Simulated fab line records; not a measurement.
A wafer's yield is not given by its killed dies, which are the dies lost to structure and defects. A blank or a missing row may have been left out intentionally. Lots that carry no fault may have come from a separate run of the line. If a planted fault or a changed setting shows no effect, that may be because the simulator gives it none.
fab line records    flow n5-finfet    part 2 of 2: steps 31 to 35 of 35
record lots=5  wafers=15  last-day=16
route steps=1938 shown WELL_APT@38 PMOS_HMC_CHANNEL_EPI@57
lots untouched by any fault: they come from a run of this same line in which no faults occurred
start-h: hours from the record's first day to the start of the lot's first wafer shown    wait-h: hours from the lot's prior step to this one    " identical to the entry in the row above    L1.1+2: one row covering several wafers at once    - value missing, or start not given    * or withheld: withheld    < > ~ a bound
route shown NAME@n: names a module that has steps shown in the file, with the first one's number in the route    usual: mean/standard deviation taken from wafers without a fault    same: alike in all rows    chamber/n: place in a boat    sites: per-site readings    _std_site: standard deviation across them    _edge_site: inner sites' mean taken away from outer sites' mean    radius-mm: how far each site lies from the wafer's centre    mask NAME#n: copy n    behind: the last tool/chamber to shape the wafer    hold: reason for holding the lot/hours on hold/outcome of the hold    device: transistor that didn't switch, given as n, p or np    end of line: the same wafers' tests at the end of the route    step lacking rows: just its recipe    killed: dies lost to structure and defects at the first sort, not the wafer's yield    map: shows each die of a wafer: x if killed, . if not, _ if none is there
set.NAME: the setting as run; set.NAME@STEP: as run at that earlier step    model.NAME: the simulator's own value behind a step, which no gauge read
lots seen at some steps along the route; tables by step, rows by wafer
services: the hour from which a tool's chamber was out of use, counted from the record's first day as start-h (under 0 if before that day), plus the number of hours and why
## steps
# step N5_PMOS_HMC_CHANNEL_EPI_DESCUM_14
# recipe chemistry=O2  time-s=7.9  source-power-w=50  bias-power-w=20  pressure-mtorr=20  rf-frequency-hz=2.712e+07  temp-c=40  resist=CAR-ArF-block  o2-flow-sccm=225
# usual drypump-motor-current-A=5.84/0.29  oes-product-au=0.80/0.079  rf-vpp-V=243.9/1.5  showerhead-plenum-p-Torr=2.14/0.077  throttle-valve-pct=20.35/0.26
lot.wafer  tool         chamber  start-h  wait-h  drypump-motor-current-A  oes-product-au  rf-hours-counter-h  rf-vpp-V  showerhead-plenum-p-Torr  throttle-valve-pct
L080.4     rie-diel-03  2        56.01    1.4     5.45                     0.83            73                  242.8     2.12                      20.41
L080.5     "            0        "        "       5.17                     0.68            -                   245.1     2.16                      20.61
L080.6     "            3        "        "       5.78                     0.70            -                   244.6     2.14                      20.68
L085.4     rie-diel-05  0        84.16    0.0     6.05                     0.78            139                 245.1     2.18                      20.21
L085.5     "            3        "        "       6.10                     0.89            -                   244.4     2.23                      20.41
L085.6     "            2        "        "       6.34                     0.79            -                   245.6     2.20                      20.77
L086.1     rie-diel-05  0        90.00    0.1     6.07                     0.78            141                 244.6     2.18                      20.24
L086.4     "            2        "        "       6.32                     0.78            124                 246.1     2.20                      20.77
L086.5     "            1        "        "       5.74                     0.93            -                   243.0     2.13                      20.19
L090.1     rie-diel-05  1        113.19   0.1     5.74                     0.91            27                  243.0     2.12                      20.20
L090.2     "            3        "        "       6.10                     0.88            44                  244.9     2.22                      20.42
L090.6     "            0        "        "       6.06                     0.77            -                   243.9     2.18                      20.23
L093.1     rie-diel-04  1        131.51   0.0     5.66                     0.68            235                 242.9     2.06                      20.18
L093.3     "            3        "        "       5.49                     0.75            134                 240.8     1.94                      20.46
L093.5     "            3        "        "       5.50                     0.74            -                   240.3     1.94                      20.45
# step N5_PMOS_HMC_CHANNEL_EPI_ETCH_32
# recipe chemistry=N2/H2  target=BARC  stop-on=SiO2  target-depth-a=858  over-etch-frac=0.3  time-s=50.3  ion-energy-ev=200  mask-material=CAR-ArF-block  pressure-mtorr=30  source-w=840  bias-w=150  n2-flow-sccm=200  h2-flow-sccm=200
# usual bias-w=150.0/0.43  drypump-motor-current-A=5.85/0.3  oes-product-au=0.68/0.064  rf-vpp-V=525.5/2.8  showerhead-plenum-p-Torr=2.60/0.094  throttle-valve-pct=17.82/0.24
lot.wafer  tool         chamber  start-h  wait-h  bias-w  drypump-motor-current-A  oes-product-au  rf-hours-counter-h  rf-vpp-V  showerhead-plenum-p-Torr  throttle-valve-pct
L080.4     rie-diel-03  2        56.05    0.0     149.5   5.48                     0.70            73                  524.4     2.59                      17.94
L080.5     "            0        "        "       150.5   5.15                     0.58            -                   525.2     2.61                      18.02
L080.6     "            3        "        "       149.7   5.80                     0.60            -                   524.9     2.61                      18.16
L085.4     rie-diel-05  0        84.19    0.0     150.0   6.10                     0.66            139                 527.0     2.66                      17.74
L085.5     "            3        "        "       150.4   6.10                     0.76            -                   527.8     2.70                      17.82
L085.6     "            2        "        "       150.0   6.35                     0.67            -                   527.3     2.67                      18.27
L086.1     rie-diel-05  0        90.03    0.0     150.0   6.09                     0.66            141                 526.1     2.66                      17.72
L086.4     "            2        "        "       150.2   6.36                     0.68            124                 526.4     2.67                      18.27
L086.5     "            1        "        "       149.1   5.76                     0.79            -                   526.9     2.59                      17.74
L090.1     rie-diel-05  1        113.22   0.0     150.3   5.75                     0.78            27                  525.3     2.59                      17.77
L090.2     "            3        "        "       150.4   6.10                     0.74            44                  528.7     2.70                      17.85
L090.6     "            0        "        "       149.7   6.06                     0.65            -                   527.0     2.65                      17.73
L093.1     rie-diel-04  1        131.54   0.0     149.8   5.70                     0.59            235                 524.2     2.51                      17.71
L093.3     "            3        "        "       149.6   5.54                     0.65            134                 518.3     2.35                      17.89
L093.5     "            3        "        "       149.8   5.53                     0.65            -                   517.7     2.35                      17.86
# step N5_PMOS_HMC_CHANNEL_EPI_HM_OPEN_15
# recipe chemistry=CHF3/O2  target=SiO2  mask-material=CAR-ArF-block  target-depth-a=406  CHF3_flow_sccm=50  O2_flow_sccm=5  Ar_flow_sccm=200  time-s=20.3  pressure-mtorr=30  source-w=650  bias-w=170  ion-energy-ev=200
# usual bias-w=170.1/0.47  drypump-motor-current-A=5.85/0.29  mfc-ar-sccm=200.0/0.65  oes_o_777_au=0.80/0.075  oes-product-au=0.80/0.079  rf-vpp-V=524/8.8  showerhead-plenum-p-Torr=2.46/0.088  throttle-valve-pct=18.84/0.22
lot.wafer  tool         chamber  start-h  wait-h  bias-w  drypump-motor-current-A  mfc-ar-sccm  oes_o_777_au  oes-product-au  rf-hours-counter-h  rf-vpp-V  showerhead-plenum-p-Torr  throttle-valve-pct
L080.4     rie-diel-03  2        56.09    0.0     169.5   5.46                     199.4        0.83          0.83            73                  521       2.43                      18.84
L080.5     "            0        "        "       169.4   5.19                     199.3        0.72          0.67            -                   504       2.47                      18.99
L080.6     "            3        "        "       170.5   5.78                     199.4        0.68          0.70            -                   532       2.48                      19.30
L085.4     rie-diel-05  0        84.23    0.0     169.8   6.10                     199.8        0.76          0.77            139                 529       2.52                      18.81
L085.5     "            3        "        "       169.6   6.10                     200.9        0.89          0.89            -                   534       2.54                      18.79
L085.6     "            2        "        "       169.7   6.34                     200.5        0.81          0.78            -                   511       2.51                      19.11
L086.1     rie-diel-05  0        90.08    0.0     170.1   6.09                     200.4        0.77          0.77            141                 527       2.52                      18.81
L086.4     "            2        "        "       171.1   6.34                     201.6        0.80          0.78            124                 511       2.51                      19.14
L086.5     "            1        "        "       171.0   5.75                     199.7        0.91          0.93            -                   518       2.47                      18.78
L090.1     rie-diel-05  1        113.26   0.0     170.2   5.74                     199.0        0.89          0.92            27                  518       2.47                      18.81
L090.2     "            3        "        "       170.2   6.08                     200.0        0.88          0.89            44                  534       2.54                      18.79
L090.6     "            0        "        "       170.9   6.11                     200.7        0.76          0.78            -                   528       2.52                      18.80
L093.1     rie-diel-04  1        131.58   0.0     170.6   5.63                     199.7        0.69          0.68            235                 523       2.37                      18.69
L093.3     "            3        "        "       170.5   5.52                     199.8        0.76          0.76            134                 520       2.23                      18.78
L093.5     "            3        "        "       170.3   5.51                     199.2        0.76          0.75            -                   520       2.23                      18.79
# step N5_PMOS_HMC_CHANNEL_EPI_STRIP_33
# recipe chemistry=N2/H2  power-w=500  temp-c=40  pressure-mtorr=50  rf-frequency-hz=6e+07  overash-fraction=0.3  bias-power-w=8  h2-frac=0.5  n2-flow-sccm=300  h2-flow-sccm=300
# usual drypump-motor-current-A=5.86/0.29  oes-product-au=0.80/0.08  rf-vpp-V=54.2/1.8  showerhead-plenum-p-Torr=3.43/0.12  throttle-valve-pct=18.9/0.31
lot.wafer  tool         chamber  start-h  wait-h  drypump-motor-current-A  oes-product-au  rf-hours-counter-h  rf-vpp-V  showerhead-plenum-p-Torr  throttle-valve-pct
L080.4     rie-diel-03  2        56.14    0.0     5.43                     0.84            73                  54.8      3.42                      19.0
L080.5     "            0        "        "       5.16                     0.66            -                   56.5      3.44                      19.1
L080.6     "            3        "        "       5.84                     0.69            -                   50.8      3.44                      19.0
L085.4     rie-diel-05  0        84.29    0.0     6.11                     0.78            139                 55.5      3.50                      18.7
L085.5     "            3        "        "       6.07                     0.89            -                   55.6      3.56                      18.9
L085.6     "            2        "        "       6.35                     0.79            -                   56.9      3.53                      19.5
L086.1     rie-diel-05  0        90.13    0.0     6.09                     0.79            141                 51.6      3.50                      18.7
L086.4     "            2        "        "       6.32                     0.80            124                 54.6      3.53                      19.5
L086.5     "            1        "        "       5.76                     0.94            -                   54.9      3.42                      19.1
L090.1     rie-diel-05  1        113.32   0.0     5.77                     0.93            27                  54.6      3.42                      19.1
L090.2     "            3        "        "       6.08                     0.89            44                  55.8      3.55                      18.9
L090.6     "            0        "        "       6.09                     0.77            -                   51.9      3.50                      18.7
L093.1     rie-diel-04  1        131.64   0.0     5.72                     0.69            235                 54.0      3.32                      18.7
L093.3     "            3        "        "       5.55                     0.76            134                 52.2      3.11                      19.0
L093.5     "            3        "        "       5.52                     0.76            -                   49.5      3.11                      19.1
# step N5_PMOS_HMC_CHANNEL_EPI_STRIP_17
# recipe chemistry=SPM  time-s=750  temp-c=130  h2so4-h2o2-vol-ratio=4  dry=ipa-marangoni
# usual bath-guard-temp-C=129.9/0.55
lot.wafer  tool          chamber  start-h  wait-h  bath-guard-temp-C
L080.4     wet-bench-03  1        56.21    -       129.1
L080.5     "             3        "        "       129.4
L080.6     "             7        "        "       130.4
L085.4     wet-bench-04  4        84.35    -       130.7
L085.5     "             0        "        "       129.1
L085.6     "             5        "        "       129.9
L086.1     wet-bench-04  4        90.20    -       130.5
L086.4     "             3        "        "       130.6
L086.5     "             0        "        "       129.1
L090.1     wet-bench-04  7        113.39   -       129.6
L090.2     "             0        "        "       129.1
L090.6     "             5        "        "       129.6
L093.1     wet-bench-03  0        131.71   -       129.7
L093.3     "             5        "        "       130.2
L093.5     "             2        "        "       129.8
## services
tool             chamber  start-h  hours  kind
krf-scanner-02   -        28.53    1.3    pm
rie-diel-03      2        38.54    8.4    repair
rie-diel-05      -        43.75    14.6   pm
arfi-scanner-02  -        43.79    0.8    pm
rie-diel-03      -        46.51    2.8    pm
krf-scanner-01   -        49.41    0.8    pm
arfi-scanner-02  -        51.48    1.3    pm
epi-rpcvd-03     -        58.83    4.3    pm
krf-scanner-01   -        62.05    4.0    pm
rie-diel-06      3        64.66    2.3    repair
rie-diel-06      1        65.05    7.5    repair
krf-scanner-01   -        66.07    4.4    pm
rie-diel-03      0        68.69    27.3   repair
arfi-scanner-03  -        68.86    1.3    pm
krf-scanner-02   -        76.13    0.8    pm
krf-scanner-02   -        87.57    0.4    repair
implanter-01     -        91.84    1.5    repair
rie-diel-05      0        92.10    4.1    repair
arfi-scanner-03  -        98.27    6.0    repair
implanter-02     -        99.08    1.0    repair
rie-diel-03      0        99.83    13.6   repair
krf-scanner-01   -        102.94   1.0    pm
rie-diel-06      2        114.80   11.1   repair
rie-diel-05      -        127.03   0.2    repair
